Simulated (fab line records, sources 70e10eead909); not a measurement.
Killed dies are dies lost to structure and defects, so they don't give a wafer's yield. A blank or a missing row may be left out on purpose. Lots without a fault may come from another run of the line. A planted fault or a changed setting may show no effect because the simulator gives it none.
One fault seen from 2 desks | flow nand_harc | each desk has only its own numbers; what lay behind them comes last

THE TOOL OWNER'S DESK: cmp-02
The tool's own readings at NHARC_A_STAIRCASE_CMP_450 (polishes SiO2, target thk 200 nm): means of the sampled wafers that have a number, for each lot that ran on this tool. A lot is out of limits, marked OUT, if its mean lies more than 4 standard deviations from the usual mean; the brackets give that distance.
Columns: A = edge_zone_pressure_frac at NHARC_A_STAIRCASE_CMP_450, usual 0.999; B = motor_current_A at NHARC_A_STAIRCASE_CMP_450, usual 12.3 A
lot  | first seen here | A     | B
L992 | day 20 17:46    | 0.994 | 12.3
L994 | day 21 14:29    | 1.001 | 11.4
L996 | day 22 09:05    | 1.002 | 10.7
L100 | day 23 21:27    | 1.002 | 11.9
L101 | day 25 04:07    | 1.007 | 12.0
This desk's finding: nothing out of limits on any of the 5 lots.

THE METROLOGY DESK
What the gauges read, lot by lot, whatever tool the lot ran on: means of the sampled wafers that have a number. A lot is out of limits, marked OUT, if its mean lies more than 4 standard deviations from the usual mean; the brackets give that distance.
Columns: A = thk_nm at NHARC_A_BONDPAD_THK_MEAS_20, usual 169.7 nm
lot  | first seen here | A
L988 | day 23 14:04    | 168.9
L989 | day 23 14:46    | 168.1
L991 | day 24 08:00    | 168.9
L990 | day 24 09:02    | 169.1
L992 | day 25 01:58    | 168.6
L994 | day 25 15:40    | 169.7
L995 | day 25 22:02    | 169.6
L993 | day 25 23:45    | 168.8
L996 | day 26 11:59    | 170.2
L100 | day 27 23:55    | 170.7
L102 | day 29 01:46    | 170.1
L101 | day 29 10:08    | 171.0
L110 | day 32 21:38    | 169.4
L111 | day 32 22:37    | 171.6
This desk's finding: nothing out of limits on any of the 14 lots.

PUT TOGETHER
The tool owner's desk saw nothing out of limits.
The metrology desk saw nothing out of limits.

WHAT THE SIMULATOR HAD PUT IN
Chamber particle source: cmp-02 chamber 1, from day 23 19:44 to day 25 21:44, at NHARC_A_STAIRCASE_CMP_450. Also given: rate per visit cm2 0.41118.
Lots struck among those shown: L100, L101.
